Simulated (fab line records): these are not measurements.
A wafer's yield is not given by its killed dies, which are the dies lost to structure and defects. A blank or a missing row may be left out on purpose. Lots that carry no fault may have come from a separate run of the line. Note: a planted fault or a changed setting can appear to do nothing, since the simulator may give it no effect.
A single fault, viewed from 3 desks ; flow n5Finfet ; each desk has only its own numbers; what lay behind them comes last

## DESK OF THE TOOL OWNER: rieDiel-01
The tool's own readings at N5_BEOL_M1_TRENCH_ETCH_37 (etches SiOC in C4F6/O2, target depth 55.207 nm, time 29 s): means of the sampled wafers that have a number, for each lot that ran on this tool. If a lot's mean is further than 4 standard deviations from the usual mean, the lot is out of limits and carries the mark OUT (the distance appears in the brackets). It has 8 readings, of which 7 appear: the earliest out of limits, and the ones furthest out on some lot.
Columns: A = biasW at N5_BEOL_M1_TRENCH_ETCH_37, usual 185.0 W; B = chamberPressureMTorr at N5_BEOL_M1_TRENCH_ETCH_37, usual 30.000 mTorr; C = oesProductAu at N5_BEOL_M1_TRENCH_ETCH_37, usual 0.83 a.u.; D = rfFwdPowerW at N5_BEOL_M1_TRENCH_ETCH_37, usual 349.3 W; E = rfVppV at N5_BEOL_M1_TRENCH_ETCH_37, usual 673 V; F = showerheadPlenumPTorr at N5_BEOL_M1_TRENCH_ETCH_37, usual 2.83 Torr; G = throttleValvePct at N5_BEOL_M1_TRENCH_ETCH_37, usual 20.9 %
lot;first seen here;A;B;C;D;E;F;G
L629;day 6 09:08;185.0;30.000;0.91;348.5;693;2.77;20.8
L632;day 7 18:35;185.0;30.040;0.89;349.8;674;2.82;20.8
L636;day 7 21:46;168.2 (-28) OUT;29.972;0.87;349.6;626;2.82;20.8
L638;day 8 14:10;168.4 (-27) OUT;30.004;0.86;348.9;609;2.87;20.8
This desk's verdict: out of limits on L636, L638, starting with L636 at day 7 21:46 (biasW at N5_BEOL_M1_TRENCH_ETCH_37). L629, L632: within limits.

## THE DEFECT DESK
What the inspections along the route counted, lot by lot: means of the sampled wafers that have a number. If a lot's mean is further than 4 standard deviations from the usual mean, the lot is out of limits and carries the mark OUT (the distance appears in the brackets).
Columns: A = rawDefectCount at N5_BEOL_M1_INSPECT_30, usual 433
lot;first seen here;A
L629;day 6 07:31;491
L633;day 7 02:44;602
L632;day 7 14:00;388
L635;day 7 17:19;383
L636;day 7 20:41;386
L638;day 8 11:33;499
L639;day 8 20:44;379
L643;day 9 21:53;423
L644;day 10 03:53;352
Finding of this desk: none of the 9 lots has anything out of limits.

## AT THE METROLOGY DESK
What the gauges read, lot by lot, whatever tool the lot ran on: means of the sampled wafers that have a number. If a lot's mean is further than 4 standard deviations from the usual mean, the lot is out of limits and carries the mark OUT (the distance appears in the brackets). It has 11 readings, of which 7 appear: the earliest out of limits, and the ones furthest out on some lot.
Columns: A = DIBL_N at N5_BEOL_M4_RC_MEAS_101, usual 36.5 mV/V; B = IOFF_N at N5_BEOL_M4_RC_MEAS_101, usual 0.17 nA/um; C = IOFF_P at N5_BEOL_M4_RC_MEAS_101, usual 0.22 nA/um; D = ION_N at N5_BEOL_M4_RC_MEAS_101, usual 671 uA/um; E = RS_NWELL at N5_BEOL_M4_RC_MEAS_101, usual 1036 ohm/sq; F = SS_P at N5_BEOL_M4_RC_MEAS_101, usual 73.5 mV/dec; G = VT_P at N5_BEOL_M4_RC_MEAS_101, usual -250 mV
lot;first seen here;A;B;C;D;E;F;G
L629;day 8 10:38;33.9;0.11;0.15;663;1025;72.0;-257
L632;day 9 15:00;36.3;0.15;0.21;660;1046;72.9;-251
L633;day 9 17:33;34.5;0.13;0.17;646;1039;72.5;-252
L635;day 9 21:05;35.9;0.17;0.21;672;1043;74.1;-251
L636;day 10 03:28;35.7;0.14;0.22;660;1708 (+88) OUT;73.5;-247
L638;day 10 18:16;40.2;0.24;0.32;698;1034;74.3;-245
L639;day 11 12:47;36.8;0.19;0.23;686;1022;73.7;-249
L643;day 12 04:52;35.8;0.14;0.19;669;1036;73.5;-252
L644;day 13 03:30;37.9;0.19;0.24;677;1039;73.7;-250
Per this desk, out of limits: L636; the first was L636, day 10 03:28 (RS_NWELL at N5_BEOL_M4_RC_MEAS_101). L629, L632, L633, L635, L638, L639, L643, L644: within limits.

## ALL TOGETHER
An alarm could have come from the tool owner's desk at day 7 21:46, on L636, L638.
Metrology desk: alarm possible at day 10 03:28 on L636.
Nothing out of limits was seen by the defect desk.
The defect desk has L636, L638 on record, within its limits.
The metrology desk has L638 on record, within its limits.
On rieDiel-01, each named lot ran N5_BEOL_M1_TRENCH_ETCH_37.

## WHAT THE SIMULATOR HAD INSERTED
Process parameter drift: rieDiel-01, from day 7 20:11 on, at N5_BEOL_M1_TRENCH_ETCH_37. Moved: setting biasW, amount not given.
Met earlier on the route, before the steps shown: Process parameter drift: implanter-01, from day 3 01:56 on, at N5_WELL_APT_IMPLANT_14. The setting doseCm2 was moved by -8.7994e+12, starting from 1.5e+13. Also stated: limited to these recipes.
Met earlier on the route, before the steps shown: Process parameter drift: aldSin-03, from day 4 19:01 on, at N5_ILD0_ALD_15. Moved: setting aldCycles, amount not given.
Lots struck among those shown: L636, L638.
Hours from the fault's start to each desk's first reading out of limits: the tool owner's desk, 2; the metrology desk, 55.
